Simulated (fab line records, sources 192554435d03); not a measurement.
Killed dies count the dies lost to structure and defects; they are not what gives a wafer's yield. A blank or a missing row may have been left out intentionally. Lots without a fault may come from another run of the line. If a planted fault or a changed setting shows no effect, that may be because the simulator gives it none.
Comparing a struck lot with a sound one ; flow n5 finfet ; 38 out of 1938 route steps
Sound: the wafers L710.1, L710.5, L710.6. Struck: wafer L701.6. (L701.3 of the same lot was not struck and is left out.) The cause comes at the end.
Per side, at each step with rows, come the tool, then ch with its chambers, and then its first start. Under that, the readings that differ: sound wafers ; struck wafers ; difference of the means ; sigmas: that difference in standard deviations of wafers without a fault.
alike: same words and numbers on both sides, and readings whose means sit less than 2 such deviations apart. not compared: any withheld reading, any reading some wafer has no value for, any bound like >300 that may hide the same value, and any number with overlapping values for which the record gives no deviation.
The two part at a step that has a row with sigmas, a row that says differs or no value, or rows on one side only. When numbers do not overlap yet have no deviation, they are printed without sigmas and do not part them. A reading that every wafer of one side lacks parts them only if that side has two wafers or more.

first, 9 steps without rows for these wafers: N5_FIN_CUT_COAT_02 (resist thk 30 nm); N5_FIN_CUT_EBR_04; N5_FIN_CUT_SOFTBAKE_03 (time 60 s); N5_FIN_CUT_EXPOSE_05 (exposes mask FIN CUT); N5_FIN_CUT_PEB_06 (peb time 60 s); N5_FIN_CUT_DEVELOP_07 (develop time 30 s); N5_FIN_CUT_DESCUM_13 (chemistry O2, time 7 s); N5_FIN_CUT_ETCH_30 (etches underlayer in N2/H2, target depth 13 nm, time 10.4 s); N5_FIN_CUT_ETCH_20 (etches SiARC in CF4, target depth 26 nm, time 43.3 s).
N5_FIN_CUT_ETCH_21: etches SOC in N2/H2, target depth 219 nm, overetch 43.8 nm, time 523.5 s.
  sound on rie diel-06 ch 0,1, day 7 16:59; struck on rie diel-03 ch 3, day 5 09:49
reading;sound;struck;difference;sigmas
oes product au (a.u.);0.87 0.79 0.87;0.70;-0.14;-2
rf vpp V (V);240.0 239.8 240.0;243.8;+3.9;+3
throttle valve pct (%);17.45 17.58 17.45;18.19;+0.70;+3
model.SiARC_of_FIN_CUT_COAT_19.thk nm (nm);12 12 11.8;12.8;+0.9;
  alike: drypump motor current A, showerhead plenum p Torr
  not compared: rf hours counter h
then, 3 steps without rows for these wafers: N5_FIN_CUT_STRIP_23 (strips in N2/H2); N5_FIN_CUT_STRIP_31 (strips in N2/H2); N5_FIN_CUT_STRIP_24 (strips in CF4).
N5_FIN_CUT_CUT_ETCH_26: etches SiNx in CH3F/O2, target depth 39 nm, time 55.7 s.
  sound on rie diel-06 ch 0,1, day 7 17:20; struck on rie diel-03 ch 3, day 5 10:10
reading;sound;struck;difference;sigmas
oes product au (a.u.);0.95 0.85 0.96;0.77;-0.15;-2
throttle valve pct (%);15.98 16.47 15.98;16.59;+0.45;+2
model.FIN_CUT.cd offset nm (nm);0.8 -0.8 0.6;-1.2;-1.4;
  alike: drypump motor current A, mfc ar sccm, rf vpp V, showerhead plenum p Torr
  not compared: rf hours counter h
then, 23 steps without rows for these wafers: N5_FIN_CUT_CUT_ETCH_27 (etches SiO2 in CHF3/O2, target depth 4 nm, overetch 2 nm, time 4.9 s); N5_FIN_CUT_PRECLEAN_35 (cleans in vHF, time 13.3 s); N5_FIN_CUT_CUT_ETCH_15 (etches Si in HBr/Cl2/O2, target depth 100 nm, bt time 10 s, time 42.4 s); N5_FIN_CUT_CUT_ETCH_28 (etches Si in HBr/Cl2/O2, target depth 6 nm, time 2.4 s); N5_FIN_CUT_STRIP_22 (strips in N2/H2); N5_FIN_CUT_PRECLEAN_36 (cleans in O3/DIW, time 60 s); N5_FIN_CUT_SRD_32 (time 30 s); N5_FIN_CUT_UV_OZONE_34 (time 120 s); N5_STI_FIN_REVEAL_ALD_00 (deposits SiO2, target thk 1 nm, pulse time 1 s); N5_STI_FIN_REVEAL_ALD_14 (deposits Si3N4, target thk 3 nm); N5_STI_FIN_REVEAL_FCVD_FILL_01 (material SiO2 flowable, target thk 312 nm, time 512.2 s); N5_STI_FIN_REVEAL_DENSIFY_02 (time 1800 s); N5_STI_FIN_REVEAL_CMP_04 (polishes, stops on Si3N4, t overpolish 4 s, target thk 131.83 nm); N5_STI_FIN_REVEAL_DENSIFY_30; N5_STI_FIN_REVEAL_ETCHBACK_08 (etches SiO2 in C4F6/O2, target depth 30.5 nm, time 10.167 s); N5_STI_FIN_REVEAL_STRIP_24 (strips in N2/H2, time 90 s); N5_STI_FIN_REVEAL_PRECLEAN_25 (cleans in SPM, time 90 s); N5_STI_FIN_REVEAL_PRECLEAN_26 (cleans in SC1, time 45 s); N5_STI_FIN_REVEAL_PRECLEAN_29 (cleans in DHF, time 30 s); N5_STI_FIN_REVEAL_SRD_12 (time 30 s); N5_STI_FIN_REVEAL_RECESS_09 (chemistry HF/NH3, target SiO2, afs cycles 11, target depth 42.5 nm, sublimation time 60 s); N5_STI_FIN_REVEAL_STRIP_16 (strips SiNx in H3PO4, target depth 23.8 nm); N5_STI_FIN_REVEAL_PRECLEAN_17 (cleans in NF3:NH3, afs cycles 1, time 20 s, sublimation time 60 s).
-- a jump in the record: the struck wafers' starts before and after are 12 days apart (it breaks off in module STI_FIN_REVEAL and resumes in module PASSIVATION, where the first step shown is number 1936 of the route) --
N5_PASSIVATION_PROBE_49:
  the record has rows for the struck wafers here (prober-01, day 17 17:27) and none for the sound ones

WHERE THEY PART
Last at N5_PASSIVATION_PROBE_49 as far as this record goes, first at N5_FIN_CUT_ETCH_21.

WHY: what had been put in by the simulator
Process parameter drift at N5_FIN_CUT_ETCH_21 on rie diel-03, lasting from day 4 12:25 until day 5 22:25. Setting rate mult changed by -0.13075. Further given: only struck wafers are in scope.
